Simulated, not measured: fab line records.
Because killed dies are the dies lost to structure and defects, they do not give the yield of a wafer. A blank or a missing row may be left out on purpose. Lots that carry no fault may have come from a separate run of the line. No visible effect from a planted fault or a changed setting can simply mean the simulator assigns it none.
fab line records + flow n5Finfet
record:
- lots: 7
- wafers: 20
- lastDay: 16
route steps=1938 shown BEOL_M4@1071 PASSIVATION@1936
lots untouched by any fault: they come from a run of this same line in which no faults occurred
startH: hours from the record's opening day to when the first of the lot's shown wafers began + waitH: time in hours since the lot's previous step + " identical to the entry in the row above + L1.1+2: one row covering several wafers at once + - no value, or no start was given + * or withheld: withheld + < > ~ a bound
route shown NAME@n: names a module that has steps shown in the file, with the first one's number in the route + usual: mean/standard deviation of fault-free wafers + same: alike in all rows + chamber/n: place in a boat + sites: each site's reading + _std_site: standard deviation across them + _edge_site: mean of outer sites minus mean of inner sites + radiusMm: how far each site lies from the wafer's centre + mask NAME#n: copy n + behind: the most recent tool/chamber to have shaped the wafer + hold: cause of the lot's hold/its duration in hours/its outcome + device: names the non-switching transistor (n, p or np) + end of line: at the end of the route, the tests of the same wafers + a step with no rows: only its recipe + killed: the dies lost at the first sort to structure and to defects; this is not the yield of the wafer + map: a wafer's dies, x killed, . not, _ none there
set.NAME: the run value of the setting; set.NAME@STEP: its run value at that earlier step + model.NAME: the simulator's own value behind a step, which no gauge read
lots seen at some steps along the route; tables by step, rows by wafer
services: when a tool's chamber went out of use (startH, in hours from the record's first day, below 0 if earlier), for how many hours, and the reason
== steps ==
step: N5_BEOL_M4_ETCH_41
recipe:
- chemistry: CH3F/O2
- target: SiCN
- targetDepthA: 299
- taperDeg: 2
- timeS: 52.5
- ionEnergyEv: 120
- maskMaterial: TiN
- pressureMtorr: 30
- sourceW: 395
- biasW: 75
- Ar_flow_sccm: 150
- CH3F_flow_sccm: 30
- O2_flow_sccm: 20
usual:
- drypumpMotorCurrentA: 5.6/0.49
- oesProductAu: 0.83/0.098
- rfVppV: 297.2/1.2
- showerheadPlenumPTorr: 1.99/0.046
- throttleValvePct: 16.32/0.22
| lot.wafer | tool       | chamber | startH | waitH | drypumpMotorCurrentA | oesProductAu | rfHoursCounterH | rfVppV | showerheadPlenumPTorr | throttleValvePct |
|-----------|------------|---------|--------|-------|----------------------|--------------|-----------------|--------|-----------------------|------------------|
| L589.1    | rieDiel-03 | 0       | -      | -     | 6.3                  | 0.97         | 6               | 296.9  | 1.99                  | 16.39            |
| L589.4    | "          | 2       | "      | "     | 5.8                  | 0.90         | 45              | 298.7  | 2.04                  | 16.05            |
| L589.5    | "          | 3       | "      | "     | 5.5                  | 0.69         | -               | 297.4  | 2.03                  | 16.54            |
| L592.2    | rieDiel-05 | 0       | -      | -     | 5.9                  | 0.85         | 58              | 295.4  | 1.95                  | 16.42            |
| L592.5    | "          | 3       | "      | "     | 6.1                  | 0.68         | -               | 297.5  | 1.98                  | 16.52            |
| L592.6    | "          | 1       | "      | "     | 5.1                  | 0.83         | -               | 299.3  | 2.03                  | 16.13            |
| L594.1    | rieDiel-03 | 1       | -      | -     | 5.9                  | 0.88         | 39              | 297.4  | 1.93                  | 16.13            |
| L594.4    | "          | 2       | "      | "     | 5.8                  | 0.86         | 65              | 297.7  | 2.03                  | 16.09            |
| L594.5    | "          | 1       | "      | "     | 5.9                  | 0.88         | -               | 296.9  | 1.93                  | 16.13            |
| L595.1    | rieDiel-03 | 2       | -      | -     | 5.8                  | 0.87         | 65              | 297.7  | 2.03                  | 16.10            |
| L595.3    | "          | 1       | "      | "     | 5.9                  | 0.88         | 39              | 296.5  | 1.93                  | 16.12            |
| L595.6    | "          | 0       | "      | "     | 6.3                  | 0.93         | -               | 296.4  | 1.98                  | 16.42            |
| L598.1    | rieDiel-05 | 0       | -      | -     | 5.9                  | 0.84         | 73              | 298.2  | 1.95                  | 16.44            |
| L598.3    | "          | 1       | "      | "     | 5.1                  | 0.81         | 64              | 297.9  | 2.02                  | 16.17            |
| L598.4    | "          | 2       | "      | "     | 4.8                  | 0.73         | 189             | 295.4  | 1.91                  | 16.48            |
| L600.1    | rieDiel-03 | 3       | -      | -     | 5.5                  | 0.89         | 16              | 297.5  | 2.02                  | 16.13            |
| L600.3    | "          | 2       | "      | "     | 5.8                  | 0.86         | 73              | 298.3  | 2.03                  | 16.12            |
| L600.4    | "          | 1       | "      | "     | 5.8                  | 0.87         | 47              | 296.3  | 1.93                  | 16.14            |
| L599.1    | rieDiel-03 | 1       | -      | -     | 5.9                  | 0.88         | 48              | 296.7  | 1.93                  | 16.17            |
| L599.6    | "          | 3       | "      | "     | 5.5                  | 0.90         | -               | 298.4  | 2.02                  | 16.12            |
step: N5_BEOL_M4_STRIP_97
recipe:
- chemistry: N2/H2
- timeS: 10
- powerW: 450
- tempC: 40
- pressureMtorr: 20
- rfFrequencyHz: 6e+07
- biasPowerW: 7
- n2FlowSccm: 200
- h2FlowSccm: 200
usual:
- drypumpMotorCurrentA: 5.6/0.49
- oesProductAu: 0.83/0.1
- rfVppV: 59.1/0.82
- showerheadPlenumPTorr: 2.53/0.071
- tempC: 39.99/0.11
- throttleValvePct: 23.8/0.31
| lot.wafer | tool       | chamber | startH | waitH | drypumpMotorCurrentA | oesProductAu | rfHoursCounterH | rfVppV | showerheadPlenumPTorr | tempC | throttleValvePct |
|-----------|------------|---------|--------|-------|----------------------|--------------|-----------------|--------|-----------------------|-------|------------------|
| L589.1    | rieDiel-03 | 0       | -      | -     | 6.3                  | 0.99         | 6               | 59.2   | 2.50                  | 39.89 | 23.8             |
| L589.4    | "          | 2       | "      | "     | 5.8                  | 0.88         | 45              | 59.0   | 2.60                  | 40.17 | 24.2             |
| L589.5    | "          | 3       | "      | "     | 5.5                  | 0.70         | -               | 60.5   | 2.63                  | 39.85 | 24.3             |
| L592.2    | rieDiel-05 | 0       | -      | -     | 5.9                  | 0.87         | 58              | 59.6   | 2.45                  | 39.71 | 23.3             |
| L592.5    | "          | 3       | "      | "     | 6.1                  | 0.69         | -               | 58.3   | 2.52                  | 39.84 | 24.0             |
| L592.6    | "          | 1       | "      | "     | 5.1                  | 0.84         | -               | 59.8   | 2.58                  | 39.84 | 23.5             |
| L594.1    | rieDiel-03 | 1       | -      | -     | 5.9                  | 0.87         | 39              | 59.1   | 2.46                  | 39.94 | 23.5             |
| L594.4    | "          | 2       | "      | "     | 5.8                  | 0.85         | 65              | 59.5   | 2.59                  | 39.94 | 24.2             |
| L594.5    | "          | 1       | "      | "     | 5.9                  | 0.88         | -               | 58.1   | 2.47                  | 39.91 | 23.4             |
| L595.1    | rieDiel-03 | 2       | -      | -     | 5.8                  | 0.86         | 65              | 59.1   | 2.59                  | 39.96 | 24.3             |
| L595.3    | "          | 1       | "      | "     | 5.9                  | 0.88         | 39              | 60.0   | 2.47                  | 39.92 | 23.5             |
| L595.6    | "          | 0       | "      | "     | 6.3                  | 0.94         | -               | 58.8   | 2.49                  | 39.99 | 23.8             |
| L598.1    | rieDiel-05 | 0       | -      | -     | 5.8                  | 0.84         | 73              | 58.1   | 2.44                  | 40.14 | 23.3             |
| L598.3    | "          | 1       | "      | "     | 5.1                  | 0.81         | 64              | 59.6   | 2.57                  | 40.06 | 23.6             |
| L598.4    | "          | 2       | "      | "     | 4.8                  | 0.72         | 189             | 58.5   | 2.40                  | 39.85 | 23.7             |
| L600.1    | rieDiel-03 | 3       | -      | -     | 5.5                  | 0.90         | 16              | 60.3   | 2.62                  | 40.19 | 24.0             |
| L600.3    | "          | 2       | "      | "     | 5.8                  | 0.85         | 73              | 59.2   | 2.59                  | 40.07 | 24.3             |
| L600.4    | "          | 1       | "      | "     | 5.8                  | 0.88         | 47              | 58.4   | 2.46                  | 39.96 | 23.4             |
| L599.1    | rieDiel-03 | 1       | -      | -     | 5.9                  | 0.87         | 48              | 59.6   | 2.46                  | 39.93 | 23.5             |
| L599.6    | "          | 3       | "      | "     | 5.5                  | 0.89         | -               | 59.1   | 2.62                  | 40.09 | 24.0             |
step: N5_BEOL_M4_OCD_MEAS_38
usual:
- trenchDepthNm: 55.2/1.4
| lot.wafer | tool   | chamber | startH | waitH | trenchDepthNm |
|-----------|--------|---------|--------|-------|---------------|
| L589.1    | ocd-01 | -       | 194.07 | -     | 56.0          |
| L589.4    | "      | -       | "      | "     | 56.7          |
| L589.5    | "      | -       | "      | "     | 55.7          |
| L592.2    | ocd-01 | -       | 220.37 | -     | 55.1          |
| L592.5    | "      | -       | "      | "     | 51.8          |
| L592.6    | "      | -       | "      | "     | 53.9          |
| L594.1    | ocd-01 | -       | 237.87 | -     | 56.7          |
| L594.4    | "      | -       | "      | "     | 56.8          |
| L594.5    | "      | -       | "      | "     | 56.5          |
| L595.1    | ocd-01 | -       | 238.33 | -     | 55.9          |
| L595.3    | "      | -       | "      | "     | 56.9          |
| L595.6    | "      | -       | "      | "     | 55.1          |
| L598.1    | ocd-01 | -       | 254.23 | -     | 56.6          |
| L598.3    | "      | -       | "      | "     | 54.9          |
| L598.4    | "      | -       | "      | "     | 57.4          |
| L600.1    | ocd-02 | -       | 262.55 | -     | 53.6          |
| L600.3    | "      | -       | "      | "     | 55.4          |
| L600.4    | "      | -       | "      | "     | 56.2          |
| L599.1    | ocd-02 | -       | 267.63 | -     | 57.6          |
| L599.6    | "      | -       | "      | "     | 54.1          |
step: N5_BEOL_M4_HM_STRIP_39
recipe:
- chemistry: peroxideTinStrip
- material: TiN
- targetDepthA: 250
- tempC: 50
- timeS: 158
step: N5_BEOL_M4_SRD_40
recipe:
- timeS: 30
- tempC: 23
- rinseLiquid: diw
- dry: ipaMarangoni
step: N5_BEOL_M4_PRECLEAN_42
recipe:
- chemistry: residueRemover
- timeS: 60
- tempC: 40
step: N5_BEOL_M4_SRD_43
recipe:
- timeS: 30
- tempC: 23
- rinseLiquid: diw
- dry: ipaMarangoni
step: N5_BEOL_M4_CD_MEAS_35
recipe:
- targetCdNm: 18
- targetCdYNm: 22.4
- polarity: opening
usual:
- cdNm: 18.0/0.41
| lot.wafer | tool     | chamber | startH | waitH | cdNm |
|-----------|----------|---------|--------|-------|------|
| L589.1    | cdSem-02 | -       | 194.22 | 0.0   | 18.0 |
| L589.4    | "        | -       | "      | "     | 18.5 |
| L589.5    | "        | -       | "      | "     | 18.0 |
| L592.2    | cdSem-03 | -       | 220.53 | 0.0   | 18.0 |
| L592.5    | "        | -       | "      | "     | 17.5 |
| L592.6    | "        | -       | "      | "     | 17.3 |
| L594.1    | cdSem-02 | -       | 238.02 | 0.0   | 18.5 |
| L594.4    | "        | -       | "      | "     | 18.4 |
| L594.5    | "        | -       | "      | "     | 18.3 |
| L595.1    | cdSem-03 | -       | 238.48 | 0.0   | 18.0 |
| L595.3    | "        | -       | "      | "     | 17.3 |
| L595.6    | "        | -       | "      | "     | 18.1 |
| L598.1    | cdSem-02 | -       | 254.38 | 0.0   | 17.5 |
| L598.3    | "        | -       | "      | "     | 17.8 |
| L598.4    | "        | -       | "      | "     | 18.0 |
| L600.1    | cdSem-01 | -       | 262.70 | 0.0   | 17.7 |
| L600.3    | "        | -       | "      | "     | 17.8 |
| L600.4    | "        | -       | "      | "     | 18.3 |
| L599.1    | cdSem-01 | -       | 267.79 | 0.0   | 18.0 |
| L599.6    | "        | -       | "      | "     | 18.5 |
step: N5_BEOL_M4_DEGAS_44
recipe:
- ambient: vacuum
- tempC: 250
- timeS: 60
usual:
- heaterPowerW: 325/31
- susceptorTempC: 249.99/0.18
| lot.wafer | tool          | chamber | startH | waitH | heaterPowerW | susceptorTempC |
|-----------|---------------|---------|--------|-------|--------------|----------------|
| L589.1    | pvdSputter-01 | -       | 194.51 | 0.3   | 335          | 250.22         |
| L589.4    | "             | -       | "      | "     | 268          | 249.86         |
| L589.5    | "             | -       | "      | "     | 273          | 249.81         |
| L592.2    | pvdSputter-03 | -       | 220.81 | 0.3   | 356          | 250.04         |
| L592.5    | "             | -       | "      | "     | 273          | 249.93         |
| L592.6    | "             | -       | "      | "     | 344          | 250.15         |
| L594.1    | pvdSputter-02 | -       | 238.30 | 0.3   | 305          | 249.60         |
| L594.4    | "             | -       | "      | "     | 338          | 250.12         |
| L594.5    | "             | -       | "      | "     | 313          | 249.91         |
| L595.1    | pvdSputter-03 | -       | 238.70 | 0.2   | 339          | 249.70         |
| L595.3    | "             | -       | "      | "     | 353          | 249.83         |
| L595.6    | "             | -       | "      | "     | 269          | 249.80         |
| L598.1    | pvdSputter-01 | -       | 254.43 | 0.0   | 267          | 250.14         |
| L598.3    | "             | -       | "      | "     | 340          | 249.68         |
| L598.4    | "             | -       | "      | "     | 358          | 249.99         |
| L600.1    | pvdSputter-02 | -       | 263.48 | 0.8   | 312          | 250.16         |
| L600.3    | "             | -       | "      | "     | 361          | 249.99         |
| L600.4    | "             | -       | "      | "     | 342          | 250.23         |
| L599.1    | pvdSputter-03 | -       | 268.26 | 0.5   | 336          | 250.24         |
| L599.6    | "             | -       | "      | "     | 270          | 250.06         |
step: N5_BEOL_M4_PRE_CLEAN_45
recipe:
- gas: H2/He
- timeS: 30
- tempC: 250
usual:
- heaterPowerW: 325/31
- susceptorTempC: 249.99/0.17
| lot.wafer | tool          | chamber | startH | waitH | heaterPowerW | susceptorTempC |
|-----------|---------------|---------|--------|-------|--------------|----------------|
| L589.1    | pvdSputter-01 | -       | 194.55 | 0.0   | 345          | 250.06         |
| L589.4    | "             | -       | "      | "     | 270          | 249.80         |
| L589.5    | "             | -       | "      | "     | 270          | 250.07         |
| L592.2    | pvdSputter-03 | -       | 220.85 | 0.0   | 372          | 250.18         |
| L592.5    | "             | -       | "      | "     | 264          | 249.87         |
| L592.6    | "             | -       | "      | "     | 369          | 250.02         |
| L594.1    | pvdSputter-02 | -       | 238.34 | 0.0   | 301          | 250.12         |
| L594.4    | "             | -       | "      | "     | 349          | 249.88         |
| L594.5    | "             | -       | "      | "     | 309          | 250.02         |
| L595.1    | pvdSputter-03 | -       | 238.74 | 0.0   | 336          | 250.15         |
| L595.3    | "             | -       | "      | "     | 372          | 250.06         |
| L595.6    | "             | -       | "      | "     | 277          | 250.11         |
| L598.1    | pvdSputter-01 | -       | 254.47 | 0.0   | 273          | 249.70         |
| L598.3    | "             | -       | "      | "     | 339          | 249.80         |
| L598.4    | "             | -       | "      | "     | 345          | 250.23         |
| L600.1    | pvdSputter-02 | -       | 263.53 | 0.0   | 315          | 249.84         |
| L600.3    | "             | -       | "      | "     | 358          | 250.01         |
| L600.4    | "             | -       | "      | "     | 346          | 250.24         |
| L599.1    | pvdSputter-03 | -       | 268.30 | 0.0   | 334          | 250.20         |
| L599.6    | "             | -       | "      | "     | 269          | 249.76         |
step: N5_BEOL_M4_ALD_84
recipe:
- material: TaN
- targetThkA: *
- tempC: 275
- aldPrecursorFamily: PDMAT
- aldCoReactant: NH3
- pressureTorr: 3
- carrierFlowSccm: 1500
- pulseTimeS: 2
- purgeTimeS: 3
- coReactantPurgeTimeS: 2
- coReactantPulseTimeS: 3
- aldCycles: 30
- precursorVesselTempC: 75
- precursorVesselPressureTorr: 26.25
- precursorVesselCarrierSccm: 1000
usual:
- heaterPowerW: 414/47
- susceptorTempC: 274.99/0.17
same:
- coReactantPulseTimeS: 3
| lot.wafer | tool        | chamber | startH | waitH | heaterPowerW | susceptorTempC |
|-----------|-------------|---------|--------|-------|--------------|----------------|
| L589.1    | aldMetal-02 | 2       | 194.61 | 0.0   | 427          | 275.06         |
| L589.4    | "           | 1       | "      | "     | 332          | 275.07         |
| L589.5    | "           | 2       | "      | "     | 429          | 275.05         |
| L592.2    | aldMetal-03 | 3       | 220.91 | 0.0   | 429          | 274.72         |
| L592.5    | "           | 2       | "      | "     | 412          | 275.01         |
| L592.6    | "           | 1       | "      | "     | 354          | 275.03         |
| L594.1    | aldMetal-03 | 2       | 238.40 | 0.0   | 421          | 274.88         |
| L594.4    | "           | 1       | "      | "     | 359          | 274.92         |
| L594.5    | "           | 3       | "      | "     | 438          | 274.72         |
| L595.1    | aldMetal-02 | 1       | 238.81 | 0.0   | 332          | 274.89         |
| L595.3    | "           | 2       | "      | "     | 436          | 275.22         |
| L595.6    | "           | 1       | "      | "     | 330          | 274.82         |
| L598.1    | aldMetal-02 | 2       | 254.76 | 0.3   | 438          | 274.90         |
| L598.3    | "           | 0       | "      | "     | 488          | 275.07         |
| L598.4    | "           | 1       | "      | "     | 337          | 274.97         |
| L600.1    | aldMetal-04 | 0       | 263.82 | 0.3   | 463          | 274.91         |
| L600.3    | "           | 1       | "      | "     | 363          | 275.04         |
| L600.4    | "           | 2       | "      | "     | 393          | 274.82         |
| L599.1    | aldMetal-03 | 2       | 268.44 | 0.1   | 406          | 274.65         |
| L599.6    | "           | 0       | "      | "     | 460          | 275.00         |
step: N5_BEOL_M4_SURFACE_TREAT_85
recipe:
- gas: Ar
- timeS: *
- ionEnergyEv: *
- ionCurrentMaCm2: 0.5
- pressureMtorr: *
- arFlowSccm: 30
step: N5_BEOL_M4_CVD_47
recipe:
- material: Co
- targetThkA: 30
- tempC: withheld
- precursor: CCTBA/H2
- pressureTorr: 30
- timeS: 223.8
usual:
- runLengthS: 246.9/0.51
| lot.wafer | tool     | chamber | startH | waitH | runLengthS |
|-----------|----------|---------|--------|-------|------------|
| L589.1    | cvdCo-01 | 1       | 194.96 | 0.1   | 246.8      |
| L589.4    | "        | 1       | "      | "     | 246.6      |
| L589.5    | "        | 2       | "      | "     | 246.0      |
| L592.2    | cvdCo-01 | 1       | 221.54 | 0.3   | 246.6      |
| L592.5    | "        | 1       | "      | "     | 246.8      |
| L592.6    | "        | 2       | "      | "     | 246.2      |
| L594.1    | cvdCo-01 | 2       | 238.72 | 0.0   | 246.4      |
| L594.4    | "        | 1       | "      | "     | 246.6      |
| L594.5    | "        | 2       | "      | "     | 246.2      |
| L595.1    | cvdCo-02 | 1       | 239.19 | 0.1   | 247.3      |
| L595.3    | "        | 0       | "      | "     | 248.4      |
| L595.6    | "        | 1       | "      | "     | 246.9      |
| L598.1    | cvdCo-02 | 1       | 256.55 | 0.1   | 180.6      |
| L598.3    | "        | 0       | "      | "     | 247.7      |
| L598.4    | "        | 1       | "      | "     | 246.8      |
| L600.1    | cvdCo-02 | 2       | 264.19 | 0.1   | 180.4      |
| L600.3    | "        | 1       | "      | "     | 247.2      |
| L600.4    | "        | 2       | "      | "     | 246.7      |
| L599.1    | cvdCo-02 | 2       | 268.94 | 0.1   | 180.4      |
| L599.6    | "        | 0       | "      | "     | 247.9      |
step: N5_BEOL_M4_SPUTTER_48
recipe:
- material: Cu
- targetThkA: 45
- tempC: -20
- chamberPressurePa: 0.07
- powerW: withheld
- timeS: 8.29
step: N5_BEOL_M4_RC_MEAS_101
usual:
- DIBL_N: 36.9/2.1
- DIBL_P: 37.1/2.5
- IOFF_N: 0.17/0.039
- IOFF_P: 0.23/0.043
- ION_N: 673/15
- ION_P: 462/9.1
- SS_N: 71.8/0.69
- SS_P: 73.6/0.74
- VT_N: 250/3.6
- VT_P: -249.7/2.9
| lot.wafer | tool      | chamber | startH | waitH | DIBL_N[mV/V] | DIBL_P[mV/V] | IOFF_N[nA/um] | IOFF_P[nA/um] | ION_N[uA/um] | ION_P[uA/um] | SS_N[mV/dec] | SS_P[mV/dec] | VT_N[mV] | VT_P[mV] |
|-----------|-----------|---------|--------|-------|--------------|--------------|---------------|---------------|--------------|--------------|--------------|--------------|----------|----------|
| L589.1    | prober-01 | 0       | 198.18 | 0.0   | 39.4         | 40.2         | 0.21          | 0.28          | 685          | 467          | 72.0         | 73.8         | 248      | -244.5   |
| L589.4    | "         | 0       | "      | "     | 36.6         | 37.0         | 0.14          | 0.22          | 651          | 444          | 71.7         | 72.9         | 253      | -250.8   |
| L589.5    | "         | 0       | "      | "     | 38.8         | 39.3         | 0.19          | 0.26          | 667          | 462          | 71.9         | 73.0         | 249      | -246.6   |
| L592.2    | prober-01 | 0       | 224.87 | 0.2   | 36.7         | 35.3         | 0.14          | 0.21          | 675          | 467          | 71.2         | 73.8         | 256      | -251.4   |
| L592.5    | "         | 0       | "      | "     | 39.5         | 38.2         | 0.20          | 0.27          | 696          | 471          | 72.6         | 74.0         | 248      | -247.0   |
| L592.6    | "         | 0       | "      | "     | 38.9         | 37.7         | 0.18          | 0.25          | 657          | 451          | 72.2         | 74.4         | 250      | -247.9   |
| L594.1    | prober-01 | 0       | 241.76 | 0.0   | 37.3         | 37.2         | 0.17          | 0.24          | 664          | 458          | 72.1         | 73.9         | 249      | -249.1   |
| L594.4    | "         | 0       | "      | "     | 36.7         | 35.8         | 0.16          | 0.23          | 668          | 461          | 71.4         | 73.7         | 253      | -248.0   |
| L594.5    | "         | 0       | "      | "     | 34.3         | 33.6         | 0.13          | 0.18          | 650          | 452          | 71.6         | 73.0         | 256      | -253.1   |
| L595.1    | prober-02 | 0       | 242.29 | 0.0   | 34.7         | 36.9         | 0.15          | 0.22          | 672          | 462          | 71.4         | 73.3         | 252      | -248.3   |
| L595.3    | "         | 0       | "      | "     | 36.3         | 38.0         | 0.17          | 0.25          | 668          | 461          | 72.2         | 73.6         | 253      | -250.1   |
| L595.6    | "         | 0       | "      | "     | 32.3         | 33.3         | 0.12          | 0.17          | 649          | 450          | 72.0         | 71.9         | 255      | -253.8   |
| L598.1    | prober-02 | 0       | 259.83 | 0.0   | 38.3         | 40.0         | 0.19          | 0.24          | 685          | 465          | 72.6         | 74.2         | 244      | -250.7   |
| L598.3    | "         | 0       | "      | "     | 35.9         | 36.5         | 0.14          | 0.18          | 666          | 454          | 71.8         | 73.7         | 254      | -255.0   |
| L598.4    | "         | 0       | "      | "     | 40.8         | 42.8         | 0.24          | 0.28          | 692          | 468          | 72.4         | 75.5         | 248      | -251.3   |
| L600.1    | prober-01 | 0       | 267.24 | 0.0   | 38.3         | 39.8         | 0.20          | 0.27          | 673          | 466          | 71.8         | 73.5         | 248      | -246.5   |
| L600.3    | "         | 0       | "      | "     | 33.0         | 33.7         | 0.12          | 0.17          | 668          | 461          | 70.6         | 72.0         | 254      | -255.0   |
| L600.4    | "         | 0       | "      | "     | 34.1         | 33.8         | 0.13          | 0.17          | 647          | 449          | 70.8         | 72.3         | 252      | -254.0   |
| L599.1    | prober-01 | 0       | 272.38 | 0.0   | 35.6         | 33.3         | 0.11          | 0.16          | 637          | 440          | 71.7         | 72.4         | 257      | -256.5   |
| L599.6    | "         | 0       | "      | "     | 37.4         | 37.2         | 0.16          | 0.21          | 679          | 461          | 71.4         | 73.2         | 250      | -250.5   |
step: N5_PASSIVATION_PROBE_49
usual:
- defectLimitedYield: 91.3/1.4
- killed_at_M0_to_M3: 32/9.5
- killed_at_M4_up: 14/5.2
- killedAtContacts: 13/5.7
- killedAtFrontEnd: 41/12
- killedAtOther: 3.5/2.6
- killedDies: 103/17
- killedOpen: 68/14
- killedShort: 32/7
- sort_bin_5_function: 5.0/0.91
- sort_bin_6_memory: 3.3/0.7
- sort_bin_8_speed: 0.03/0.22
- sortNPass: 1076/17
- sortYieldPct: 91.2/1.4
same:
- grossDies: 1180
- killedAtBackSide: 0
- sort_bin_4_leakage[%]: 0
| lot.wafer | tool      | chamber | startH | waitH | defectLimitedYield[%] | killed_at_M0_to_M3 | killed_at_M4_up | killedAtContacts | killedAtFrontEnd | killedAtOther | killedDies | killedOpen | killedShort | sort_bin_5_function[%] | sort_bin_6_memory[%] | sort_bin_8_speed[%] | sortNPass | sortYieldPct[%] |
|-----------|-----------|---------|--------|-------|-----------------------|--------------------|-----------------|------------------|------------------|---------------|------------|------------|-------------|------------------------|----------------------|---------------------|-----------|-----------------|
| L592.2    | prober-02 | -       | 331.30 | 0.1   | 89.9                  | 30                 | 17              | 15               | 52               | 5             | 119        | 73         | 44          | 6.7                    | 3.0                  | 0                   | 1061      | 89.9            |
| L594.1    | prober-01 | -       | 342.37 | 0.0   | 90.7                  | 21                 | 11              | 15               | 53               | 10            | 110        | 80         | 28          | 5.8                    | 3.3                  | 0                   | 1070      | 90.7            |
| L598.1    | prober-01 | -       | 358.73 | 0.0   | 90.4                  | 30                 | 15              | 15               | 52               | 1             | 113        | 60         | 43          | 4.5                    | 3.8                  | 0                   | 1067      | 90.4            |
| L598.3    | prober-01 | -       | 358.83 | 0.1   | 91.4                  | 24                 | 6               | 16               | 53               | 3             | 102        | 56         | 45          | 5.1                    | 3.5                  | 0                   | 1078      | 91.4            |
| L598.4    | prober-01 | -       | 358.88 | 0.2   | 91.7                  | 15                 | 21              | 12               | 50               | 0             | 98         | 64         | 34          | 4.3                    | 3.7                  | 0                   | 1082      | 91.7            |
killed by level:class
L592.2 FIN_SAQP:geometricParticle:open=19 BEOL_M4:geometricParticle:open=12 FIN_SAQP:geometricParticle:short=11 MOL_CONTACT_COAG:geometricParticle:open=11 STI_FIN_REVEAL:geometricParticle:open=9 BEOL_M0_SAQP:geometricParticle:short=8 BEOL_M0_SAQP:geometricParticle:open=6 BEOL_M2:geometricParticle:open=4
L594.1 STI_FIN_REVEAL:geometricParticle:open=13 MOL_CONTACT_COAG:geometricParticle:open=13 FIN_SAQP:geometricParticle:open=10 FIN_SAQP:geometricParticle:short=6 BEOL_M0_SAQP:geometricParticle:open=5 BEOL_M4:geometricParticle:open=5 ILD0:geometricParticle:open=4 GATE_CUT:geometricParticle:short=4
L598.1 MOL_CONTACT_COAG:geometricParticle:open=13 HKMG_FIN:areaEtch=10 FIN_SAQP:geometricParticle:open=9 FIN_SAQP:geometricParticle:short=8 BEOL_M0_SAQP:geometricParticle:short=8 BEOL_M0_SAQP:geometricParticle:open=6 BEOL_M2:geometricParticle:short=6 GATE_CUT:geometricParticle:open=5
L598.3 MOL_CONTACT_COAG:geometricParticle:open=11 FIN_SAQP:geometricParticle:short=10 GATE_CUT:geometricParticle:short=9 FIN_SAQP:geometricParticle:open=7 ILD0:geometricParticle:open=6 MOL_CONTACT_COAG:geometricParticle:short=5 BEOL_M0_SAQP:geometricParticle:short=5 BEOL_M2:geometricParticle:open=5
L598.4 FIN_SAQP:geometricParticle:open=12 STI_FIN_REVEAL:geometricParticle:open=10 MOL_CONTACT_COAG:geometricParticle:open=8 FIN_SAQP:geometricParticle:short=6 DUMMY_GATE:geometricParticle:open=6 BEOL_M0_SAQP:geometricParticle:open=6 DUMMY_GATE:geometricParticle:short=5 BEOL_M0_SAQP:geometricParticle:short=5
== services ==
| tool        | chamber | startH | hours | kind                        |
|-------------|---------|--------|-------|-----------------------------|
| cvdCo-02    | 0       | 178.70 | 4.6   | repair                      |
| rieDiel-03  | 3       | 205.74 | -     | clean                       |
| rieDiel-03  | 3       | 205.74 | -     | consumableReplace:focusRing |
| rieDiel-03  | 3       | 205.74 | 18.8  | scheduledDown               |
| rieDiel-03  | 3       | 205.74 | 18.8  | ventCycle                   |
| rieDiel-03  | 0       | 218.61 | 7.7   | repair                      |
| rieDiel-05  | -       | 229.22 | 0.1   | repair                      |
| cvdCo-02    | -       | 261.61 | 0.6   | repair                      |
| aldMetal-02 | 3       | 264.59 | 6.8   | repair                      |
== key ==
firstSign:
- step: N5_BEOL_M4_CVD_47
- reading: runLengthS
- direction: down
- sigmas: 99+
- usual: *
- struck: *
effect none on later readings
metAt N5_BEOL_M4_CVD_47
struckWafers L598.1,L599.1,L600.1
baselineLoss:
- step: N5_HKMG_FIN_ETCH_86
- wafers: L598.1
onsetBetween 239.19 256.55
fault:
- kind: processParameterDrift
- tool: cvdCo-02
- chamber: -
- onsetH: 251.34
- steps: N5_BEOL_M4_CVD_47
- channel: timeS
- offset: *
- shape: step
- endH: 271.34
- scope: struckWafersOnly
- actsIn: *
- stated: *
baselineLoss: these wafers lose ten dies or more at that step, a loss of the line's own and not of a fault; the sort's usual values leave them out
